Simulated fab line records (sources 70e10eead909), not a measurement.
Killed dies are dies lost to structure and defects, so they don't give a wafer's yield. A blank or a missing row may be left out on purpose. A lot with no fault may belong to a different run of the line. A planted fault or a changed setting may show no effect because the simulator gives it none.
fab line records ; flow nand-harc
record: lots: 5; wafers: 15; last-day: 28
route steps=1159 shown THIN_TSV@1107 END@1159
lots with no fault: from the same line, run without faults
start-h: hours from the record's first day to the start of the lot's first wafer shown ; wait-h: time in hours since the lot's previous step ; " unchanged from the row above ; L1.1+2: one row covering several wafers at once ; - either no value or no given start ; * or withheld: withheld ; < > ~ a bound
route shown NAME@n: a module of which the file shows steps, and the number in the route of the first ; usual: the fault-free wafers' mean and standard deviation ; same: alike in all rows ; chamber/n: place in a boat ; sites: the reading at each site ; _std_site: the standard deviation of these ; _edge_site: the outer-site mean with the inner-site mean subtracted ; radius-mm: how far each site lies from the wafer's centre ; mask NAME#n: copy n ; behind: the last tool/chamber to shape the wafer ; hold: what put the lot on hold/how long, in hours/how the hold closed ; device: transistor that didn't switch, given as n, p or np ; end of line: tests of these same wafers at the route's end ; for a step that has no rows: nothing shown but its recipe ; killed: not the wafer's yield, but the dies lost to structure and defects at the first sort ; map: a wafer's dies, x killed, . not, _ none there
set.NAME: the setting the step ran with; set.NAME@STEP: the setting that earlier step ran with ; model.NAME: the simulator's own value behind a step, which no gauge read
a table for each step, a row for each wafer; lots at some steps of the route
services: the hour from which a tool's chamber was out of use, counted from the record's first day as start-h (under 0 if before that day), plus the number of hours and why
== steps ==
step: NHARC_THIN_TSV_DEP_43
recipe: target-thk-a: 13285; temp-c: withheld; pressure-torr: 6.5; rf-w: 900; teos-flow-sccm: 161.4; flow-sccm: 2650; target-thk-nm: 1328.5; gas: O2; material: SiO2
usual: showerhead-vpp-V: 1843/76; throttle-valve-pct: 15.7/0.57
lot.wafer;tool;chamber;start-h;wait-h;showerhead-vpp-V;throttle-valve-pct
L621.3;pecvd-03;0;556.09;-;1802;14.7
L621.2;pecvd-03;2;556.09;-;1887;15.6
L621.4;pecvd-03;0;556.09;-;1802;15.1
L631.1;pecvd-03;2;574.93;-;1885;15.3
L631.3;pecvd-03;1;574.93;-;1816;15.0
L631.6;pecvd-03;2;574.93;-;1878;15.4
L638.3;pecvd-03;2;608.51;-;1872;15.7
L638.1;pecvd-03;0;608.51;-;1799;15.1
L638.2;pecvd-03;1;608.51;-;1811;15.2
L633.2;pecvd-04;0;625.28;-;1903;15.7
L633.4;pecvd-04;0;625.28;-;1841;15.5
L633.6;pecvd-04;2;625.28;-;1902;16.5
L644.3;pecvd-01;2;635.68;-;1661;16.0
L644.5;pecvd-01;2;635.68;-;1648;16.1
L644.4;pecvd-01;1;635.68;-;2013;16.3
step: NHARC_THIN_TSV_DEHYDRATE_04
recipe: temp-c: 150; time-s: 120
step: NHARC_THIN_TSV_HMDS_05
recipe: time-s: 30
step: NHARC_THIN_TSV_COAT_06
recipe: spin-rpm: *
step: NHARC_THIN_TSV_SOFTBAKE_07
recipe: temp-c: 122; time-s: 95
step: NHARC_THIN_TSV_EBR_08
step: NHARC_THIN_TSV_EXPOSE_09
recipe: na: 0.55; dose-mj: 30.7; mask-id: TSV
step: NHARC_THIN_TSV_PEB_10
recipe: peb-temp-c: 118; peb-time-s: 85
step: NHARC_THIN_TSV_DEVELOP_11
recipe: time-s: 70
step: NHARC_THIN_TSV_CD_MEAS_12
recipe: target-cd-nm: 1000; landing-energy-ev: 500
usual: cd-nm: 1000.8/1.9
lot.wafer;tool;chamber;start-h;wait-h;cd-nm
L621.2;cd-sem-03;0;556.92;-;1001.6
L621.3;cd-sem-03;0;556.92;-;998.8
L621.4;cd-sem-03;0;556.92;-;998.2
L631.1;cd-sem-01;0;575.77;-;1000.9
L631.3;cd-sem-01;0;575.77;-;1001.5
L631.6;cd-sem-01;0;575.77;-;1000.8
L638.1;cd-sem-03;0;609.35;-;1001.8
L638.2;cd-sem-03;0;609.35;-;1004.1
L638.3;cd-sem-03;0;609.35;-;1003.2
L633.2;cd-sem-01;0;626.11;-;1000.9
L633.4;cd-sem-01;0;626.11;-;1001.1
L633.6;cd-sem-01;0;626.11;-;1001.8
L644.3;cd-sem-01;0;636.52;-;1002.4
L644.4;cd-sem-01;0;636.52;-;1001.1
L644.5;cd-sem-01;0;636.52;-;1000.5
step: NHARC_THIN_TSV_HARDBAKE_13
recipe: temp-c: 125; time-s: 80
step: NHARC_THIN_TSV_DESCUM_14
recipe: time-s: 3; o2-flow-sccm: 200; ar-flow-sccm: 0; bias-power-w: 0; chemistry: O2
usual: drypump-motor-current-A: 5.7/0.55; oes-product-au: 1.003/0.0086; rf-vpp-V: 57.8/0.92; showerhead-plenum-p-Torr: 1.92/0.085; throttle-valve-pct: 11.311/0.009
lot.wafer;tool;chamber;start-h;wait-h;drypump-motor-current-A;oes-product-au;rf-hours-counter-h;rf-vpp-V;showerhead-plenum-p-Torr;throttle-valve-pct
L621.3;rie-diel-03;0;557.09;-;4.7;0.998;10;57.0;2.03;11.324
L621.4;rie-diel-03;1;557.09;-;6.1;1.002;10;58.8;1.84;11.324
L621.2;rie-diel-03;3;557.09;-;5.0;0.998;10;57.2;1.81;11.301
L631.3;rie-diel-12;1;575.93;-;6.4;1.004;1;57.3;1.95;11.319
L631.1;rie-diel-12;2;575.93;-;5.3;1.016;1;57.5;1.83;11.292
L631.6;rie-diel-12;0;575.93;-;5.4;1.010;-;56.4;1.85;11.308
L638.3;rie-diel-12;1;609.54;-;6.4;1.000;6;57.7;1.95;11.296
L638.2;rie-diel-12;2;609.54;-;5.3;0.998;6;58.8;1.83;11.315
L638.1;rie-diel-12;3;609.54;-;5.9;0.998;5;57.3;2.05;11.325
L633.2;rie-diel-03;0;626.27;-;4.7;1.000;4;59.2;2.03;11.310
L633.4;rie-diel-03;1;626.27;-;6.1;1.002;4;57.8;1.83;11.294
L633.6;rie-diel-03;1;626.27;-;6.1;1.002;-;55.6;1.83;11.311
L644.3;rie-diel-03;1;636.68;-;6.2;0.992;5;55.0;1.83;11.303
L644.4;rie-diel-03;3;636.68;-;5.0;1.007;4;56.1;1.81;11.312
L644.5;rie-diel-03;0;636.68;-;4.7;1.014;-;58.8;2.03;11.319
step: NHARC_THIN_TSV_ETCH_44
recipe: target-depth-a: 15942; time-s: 797.1; cf4-flow-sccm: 150; o2-flow-sccm: 10; ar-flow-sccm: 0; rf-w: 300; bias-w: 800; chemistry: CF4/O2
usual: drypump-motor-current-A: 5.7/0.55; oes-product-au: 1.003/0.0081; rf-vpp-V: 795/4.7; showerhead-plenum-p-Torr: 1.84/0.075; throttle-valve-pct: 16.915/0.0085
lot.wafer;tool;chamber;start-h;wait-h;drypump-motor-current-A;oes-product-au;rf-hours-counter-h;rf-vpp-V;showerhead-plenum-p-Torr;throttle-valve-pct
L621.3;rie-diel-03;3;557.18;0.1;5.1;1.003;11;787;1.74;16.916
L621.4;rie-diel-03;1;557.18;0.1;6.2;1.012;11;791;1.76;16.901
L621.2;rie-diel-03;2;557.18;0.1;6.8;0.992;11;801;1.93;16.914
L631.3;rie-diel-12;0;576.01;0.1;5.4;1.013;1;791;1.78;16.913
L631.1;rie-diel-12;1;576.01;0.1;6.4;0.997;1;797;1.87;16.908
L631.6;rie-diel-12;1;576.01;0.1;6.4;1.007;-;797;1.87;16.909
L638.3;rie-diel-12;0;609.67;0.1;5.4;1.362;7;791;1.78;16.933
L638.2;rie-diel-12;1;609.67;0.1;6.3;1.003;7;797;1.87;16.915
L638.1;rie-diel-12;2;609.67;0.1;5.3;1.004;6;790;1.76;16.930
L633.4;rie-diel-03;2;626.35;0.1;6.8;0.994;3;799;1.92;16.920
L633.2;rie-diel-03;3;626.35;0.1;5.0;0.999;4;790;1.74;16.927
L633.6;rie-diel-03;2;626.35;0.1;6.8;0.993;-;800;1.92;16.913
L644.3;rie-diel-03;2;636.76;0.1;6.8;0.989;4;800;1.92;16.914
L644.4;rie-diel-03;1;636.76;0.1;6.2;1.000;5;790;1.76;16.914
L644.5;rie-diel-03;3;636.76;0.1;5.0;0.994;-;789;1.74;16.900
step: NHARC_THIN_TSV_ETCH_15
recipe: target-depth-a: 30000; bosch-target-overetch-cycles: 2; bosch-etch-step-s: 2.8; bosch-dep-step-s: 1.2; bosch-cycles: 14
usual: drypump-motor-current-A: 5.9/0.39
same: bosch-etch-step-s: 2.8
lot.wafer;tool;chamber;start-h;wait-h;drypump-motor-current-A;rf-hours-counter-h
L621.4;rie-si-04;2;557.74;-;5.8;0.8
L621.2;rie-si-04;3;557.74;-;5.4;0.8
L621.3;rie-si-04;0;557.74;-;5.4;0.7
L631.1;rie-si-02;1;576.58;-;6.4;0.0
L631.3;rie-si-02;2;576.58;-;5.8;0.0
L631.6;rie-si-02;0;576.58;-;5.9;-
L638.2;rie-si-04;0;610.18;-;5.4;1.2
L638.3;rie-si-04;1;610.18;-;6.5;1.2
L638.1;rie-si-04;2;610.18;-;5.8;1.2
L633.2;rie-si-01;0;626.93;-;6.1;1.2
L633.4;rie-si-01;2;626.93;-;6.4;1.1
L633.6;rie-si-01;0;626.93;-;6.1;-
L644.3;rie-si-02;0;637.32;-;5.9;0.4
L644.4;rie-si-02;1;637.32;-;6.3;0.3
L644.5;rie-si-02;1;637.32;-;6.3;-
step: NHARC_END_SORT_01
recipe: temp-c: 25
usual: defect-limited-yield: 95.1/1.7; killed-at-array: 29/11; killed-at-other: 0.5/0.85; killed-at-periphery: 3.0/2.3; killed-dies: 33/12; killed-open: 3.3/1.9; killed-short: 2.0/1.5; sort_bin_2_pct: 1.5/0.66; sort_bin_3_pct: 0.25/0.21; sort_bin_4_pct: 3.1/1.2; sort-n-pass: 644/12; sort-rim-yield-pct: 96.7/2; sort-yield-pct: 95.1/1.7
same: gross-dies: 677; sort_bin_5_pct[%]: 0; sort_bin_6_pct[%]: 0; sort_bin_7_pct[%]: 0; sort_bin_8_pct[%]: 0; sort-rim-n-gross: 106.00
lot.wafer;tool;chamber;start-h;wait-h;defect-limited-yield[%];killed-at-array;killed-at-other;killed-at-periphery;killed-dies;killed-open;killed-short;sort_bin_2_pct[%];sort_bin_3_pct[%];sort_bin_4_pct[%];sort-n-pass;sort-rim-yield-pct[%];sort-yield-pct[%]
L631.1;prober-02;0;607.55;2.5;95.1;30;1;2;33;1;4;1.9;0.44;2.5;644;98.1;95.1
L631.3;prober-02;0;609.14;3.1;94.8;28;2;5;35;3;0;1.6;0.15;3.4;642;95.3;94.8
L631.6;prober-02;0;611.52;4.0;95.3;28;1;3;32;3;1;1.5;0.15;3.1;645;97.2;95.3
L633.2;prober-02;0;655.04;2.8;93.6;39;0;4;43;3;3;1.3;0.30;4.7;634;97.2;93.6
L633.4;prober-02;0;656.64;3.4;93.9;39;0;2;41;1;1;1.3;0.15;4.6;636;99.1;93.9
L633.6;prober-02;0;658.24;4.0;93.8;41;0;1;42;2;0;2.7;0.44;3.1;635;97.2;93.8
killed by level:class
L631.1 A_SLIT:chamber-film-flake=18 A_CHANNEL_HOLE_D1:chamber-film-flake=4 A_CONTACT:chamber-film-flake=3 A_STAIRCASE:chamber-film-flake=2 P_GATE:geometric-particle:short=1 A_M0:geometric-particle:short=1 A_M0:geometric-particle:open=1 A_M1:geometric-particle:short=1
L631.3 A_SLIT:chamber-film-flake=14 A_CHANNEL_HOLE_D1:chamber-film-flake=5 A_CONTACT:chamber-film-flake=4 A_STAIRCASE:chamber-film-flake=3 A_CONTACT:geometric-particle:open=2 P_STI:chamber-film-flake=2 P_GATE:chamber-film-flake=2 THIN_TSV:chamber-film-flake=2
L631.6 A_SLIT:chamber-film-flake=19 A_STAIRCASE:chamber-film-flake=3 A_CHANNEL_HOLE_D1:chamber-film-flake=2 A_CONTACT:chamber-film-flake=2 P_GATE:geometric-particle:open=1 P_M0:geometric-particle:open=1 A_ONON_D1:geometric-particle:short=1 A_M0:geometric-particle:open=1
L633.2 A_SLIT:chamber-film-flake=17 A_CHANNEL_HOLE_D1:chamber-film-flake=15 A_CONTACT:chamber-film-flake=3 P_GATE:geometric-particle:open=1 P_CONTACT:geometric-particle:short=1 P_M1:geometric-particle:open=1 A_CHANNEL_FILL_D1:geometric-particle:short=1 A_WL_FILL:geometric-particle:short=1
L633.4 A_SLIT:chamber-film-flake=17 A_CHANNEL_HOLE_D1:chamber-film-flake=17 A_STAIRCASE:chamber-film-flake=4 P_GATE:geometric-particle:short=1 P_GATE:geometric-particle:open=1 A_CONTACT:chamber-film-flake=1
L633.6 A_SLIT:chamber-film-flake=19 A_CHANNEL_HOLE_D1:chamber-film-flake=17 A_STAIRCASE:chamber-film-flake=3 A_ONON_D1:geometric-particle:open=2 P_CONTACT:chamber-film-flake=1
== services ==
tool;chamber;start-h;hours;kind
rie-diel-12;0;534.48;11.5;repair
rie-diel-03;0;548.30;-;clean
rie-diel-03;1;548.30;-;clean
rie-diel-03;2;548.30;-;clean
rie-diel-03;3;548.30;-;clean
rie-diel-12;-;556.44;9.0;pm
pecvd-04;-;557.27;13.0;pm
rie-si-01;3;559.30;8.8;repair
rie-si-02;-;565.00;9.0;pm
rie-diel-03;-;569.30;9.0;pm
rie-diel-03;0;569.30;9.0;vent-cycle
rie-diel-03;1;569.30;9.0;vent-cycle
rie-diel-03;2;569.30;15.4;vent-cycle
rie-diel-12;-;577.78;0.4;repair
rie-diel-12;3;589.41;4.0;repair
rie-diel-03;2;589.53;3.5;repair
rie-diel-03;1;590.05;3.5;repair
rie-si-04;-;591.50;0.5;repair
pecvd-01;-;599.40;13.0;pm
rie-si-02;1;599.72;5.4;repair
rie-si-01;2;601.19;3.6;repair
rie-si-02;2;613.56;2.4;repair
rie-si-04;3;629.96;12.7;repair
rie-si-04;-;630.10;9.0;pm
== key ==
first-sign: step: NHARC_THIN_TSV_ETCH_44; reading: oes-product-au; direction: up; sigmas: 44; usual: 1.003; struck: 1.362
effect none on later readings
met-at NHARC_THIN_TSV_ETCH_44
struck-wafers L638.3
onset-between 576.01 609.67
fault: kind: process-parameter-drift; tool: rie-diel-12; chamber: 0; onset-h: 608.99; steps: NHARC_THIN_TSV_ETCH_44; channel: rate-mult; offset: 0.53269; shape: step; end-h: 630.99
